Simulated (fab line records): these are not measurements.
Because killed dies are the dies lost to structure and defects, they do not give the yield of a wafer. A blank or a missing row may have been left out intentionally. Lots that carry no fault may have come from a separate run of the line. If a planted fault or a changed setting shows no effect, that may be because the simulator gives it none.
Struck lot and sound lot, side by side    flow n5Finfet    16 out of 1938 route steps
Sound: the wafers L835.1, L835.4, L835.5. The struck wafers were L828.1, L828.4, L828.5. At the end, the cause is stated.
For every step that has rows: the tool of each side, followed by ch and its chambers, followed by its first start. Under that, the readings that differ: sound wafers    struck wafers    difference of the means    sigmas: that difference in standard deviations of wafers without a fault.
alike: readings with means less than 2 such deviations apart, plus words and numbers identical on both sides. not compared: withheld readings, readings lacking a value on some wafer, bounds such as >300 that could conceal the same value, and numbers that have no deviation in the record and whose values overlap.
Wherever a step has rows on one side only, a row that says differs or no value, or a row with sigmas, the two part there. Non-overlapping numbers with no deviation appear without sigmas and do not part them. A reading missing from all wafers of one side parts the sides only when that side holds two or more wafers.

first, 1 step without rows for these wafers: N5_STI_FIN_REVEAL_SRD_21 (time 30 s).
N5_STI_FIN_REVEAL_OXIDATION_33: chemistry O2 PLASMA REMOTE, time 20 s.
  sound on plasmaAsher-02 ch 0,1, day 6 17:45; struck on plasmaAsher-01 ch 1, day 5 00:10
  alike: drypumpMotorCurrentA, heaterPowerW
  not compared: rfHoursCounterH
then, 2 steps without rows for these wafers: N5_STI_FIN_REVEAL_CLEAN_19 (cleans in O3/DIW, time 120 s); N5_STI_FIN_REVEAL_SRD_23 (time 30 s).
N5_STI_FIN_REVEAL_CD_MEAS_22: target cd 6.238 nm, pitch 28 nm.
  sound: cdSem-01 at day 6 17:56; struck: cdSem-02 at day 5 00:20
  alike: cdNm
N5_STI_FIN_REVEAL_FIN_H_MEAS_10:
  sound: ocd-01 at day 6 17:58; struck: ocd-02 at day 5 00:23
  alike: trenchDepthNm
then, 2 steps without rows for these wafers: N5_STI_FIN_REVEAL_PRECLEAN_18 (cleans in SC2, time 45 s); N5_STI_FIN_REVEAL_SRD_28 (time 30 s).
N5_STI_FIN_REVEAL_INSPECT_13: inspects for defects (darkfield).
  sound: defectInspect-01 at day 6 18:03; struck: defectInspect-01 at day 5 00:31
  alike: rawDefectCount
then, 2 steps without rows for these wafers: N5_DUMMY_GATE_PRECLEAN_00 (cleans in O3/DIW, time 60 s); N5_DUMMY_GATE_SRD_01 (time 30 s).
N5_DUMMY_GATE_ALD_02: deposits SiO2, target thk 2 nm, pulse time 1 s.
  sound on aldSin-02 ch 0,2,3, day 6 18:19; struck on aldSin-04 ch 0,1,3, day 5 00:47
  alike: heaterPowerW, precursorPulseHeightRel
N5_DUMMY_GATE_CVD_03: deposits a-Si from SiH4, target thk 150 nm, time 8042 s.
  sound on lpcvd-02 ch 0/65,0/79,0/84, day 6 20:38; struck on lpcvd-01 ch 1/65,1/79,1/84, day 5 00:53
reading                                     sound                 struck                difference  sigmas
spikeTcBottomC (C)                          549.9 549.9 549.9     541.3 541.3 541.3     -8.6        -3
spikeTcCentreC (C)                          528.9 528.9 528.9     518.5 518.5 518.5     -10.4       -11
spikeTcLowerC (C)                           528.5 528.5 528.5     518.8 518.8 518.8     -9.7        -10
spikeTcTopC (C)                             556.8 556.8 556.8     542.0 542.0 542.0     -14.8       -7
spikeTcUpperC (C)                           529.3 529.3 529.3     518.6 518.6 518.6     -10.7       -9
susceptorTempC (C)                          529.98 529.98 529.98  518.59 518.59 518.59  -11.39      -76
model.a-Si_of_DUMMY_GATE_CVD_03.thkNm (nm)  148 149.2 150         104.4 105.6 103.4     -44.6       
then, 2 steps without rows for these wafers: N5_DUMMY_GATE_PRECLEAN_46 (cleans in DIW, time 89.5 s); N5_DUMMY_GATE_SRD_47 (dry time 32 s).
N5_DUMMY_GATE_CMP_04: polishes a-Si.
  sound on cmp-01 ch 1,2, day 7 02:14; struck on cmp-01 ch 0,3, day 5 04:38
reading              sound           struck       difference  sigmas
timeToEndpointS (s)  12.3 11.0 10.5  3.2 9.0 4.1  -5.8        -2
  alike: motorCurrentA

== WHERE THEY PART ==
First at N5_DUMMY_GATE_CVD_03; last, within this record, at N5_DUMMY_GATE_CMP_04.

WHY: what had been put in by the simulator
Process parameters drifting: lpcvd-01 at N5_DUMMY_GATE_CVD_03, beginning at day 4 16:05. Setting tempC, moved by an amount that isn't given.
